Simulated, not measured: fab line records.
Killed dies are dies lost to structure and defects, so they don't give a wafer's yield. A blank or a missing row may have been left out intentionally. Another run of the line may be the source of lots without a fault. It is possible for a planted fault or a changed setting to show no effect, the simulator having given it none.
Chamber matching / flow n5Finfet / N5_DUMMY_GATE_ETCH_44 on rieSi-02 has 4 sister chambers
The step etches poly-Si in HBr/O2, stops on SiO2, target depth 127.5 nm. 8 wafers are shown with their chamber, then 8 later ones without.

## WAFERS, EACH WITH ITS CHAMBER
wafer=L077.5; chamber=1; throttleValvePct (%)=18.47; drypumpMotorCurrentA (A)=5.5
wafer=L078.3; chamber=0; throttleValvePct (%)=18.36; drypumpMotorCurrentA (A)=6.4
wafer=L078.5; chamber=1; throttleValvePct (%)=18.45; drypumpMotorCurrentA (A)=5.5
wafer=L078.6; chamber=0; throttleValvePct (%)=18.37; drypumpMotorCurrentA (A)=6.3
wafer=L084.2; chamber=3; throttleValvePct (%)=18.09; drypumpMotorCurrentA (A)=6.0
wafer=L084.3; chamber=2; throttleValvePct (%)=18.77; drypumpMotorCurrentA (A)=5.5
wafer=L084.6; chamber=3; throttleValvePct (%)=18.09; drypumpMotorCurrentA (A)=6.0
wafer=L083.2; chamber=2; throttleValvePct (%)=18.76; drypumpMotorCurrentA (A)=5.5

## WAFERS WITH NO CHAMBER GIVEN
wafer=L083.5; throttleValvePct (%)=18.34; drypumpMotorCurrentA (A)=6.3
wafer=L083.6; throttleValvePct (%)=18.10; drypumpMotorCurrentA (A)=5.9
wafer=L091.2; throttleValvePct (%)=18.35; drypumpMotorCurrentA (A)=6.3
wafer=L091.4; throttleValvePct (%)=18.75; drypumpMotorCurrentA (A)=5.5
wafer=L091.5; throttleValvePct (%)=18.09; drypumpMotorCurrentA (A)=5.9
wafer=L094.2; throttleValvePct (%)=18.35; drypumpMotorCurrentA (A)=6.3
wafer=L094.3; throttleValvePct (%)=18.75; drypumpMotorCurrentA (A)=5.5
wafer=L094.5; throttleValvePct (%)=18.11; drypumpMotorCurrentA (A)=5.9

## EACH ONE'S CHAMBER
wafer=L083.5; from the rows above=0; in truth=0
wafer=L083.6; from the rows above=3; in truth=3
wafer=L091.2; from the rows above=0; in truth=0
wafer=L091.4; from the rows above=2; in truth=2
wafer=L091.5; from the rows above=3; in truth=3
wafer=L094.2; from the rows above=0; in truth=0
wafer=L094.3; from the rows above=2; in truth=2
wafer=L094.5; from the rows above=3; in truth=3
Placed correctly: 8 of 8. Left unplaced by these rows: 0. Placed wrongly: 0.
How it was worked out, from the rows above alone: a wafer's distance from a chamber is the root of the sum, over the readings, of the square of ((its reading less the chamber's mean) divided by the reading's scatter). The wafer belongs to the nearest chamber; if the next one is less than 2 further off, it can't be placed. Each chamber's mean is taken over the wafers shown for it. The scatter is the square root of a quotient: the sum, over the shown wafers, of each reading's squared deviation from its chamber's mean, divided by wafers minus chambers.
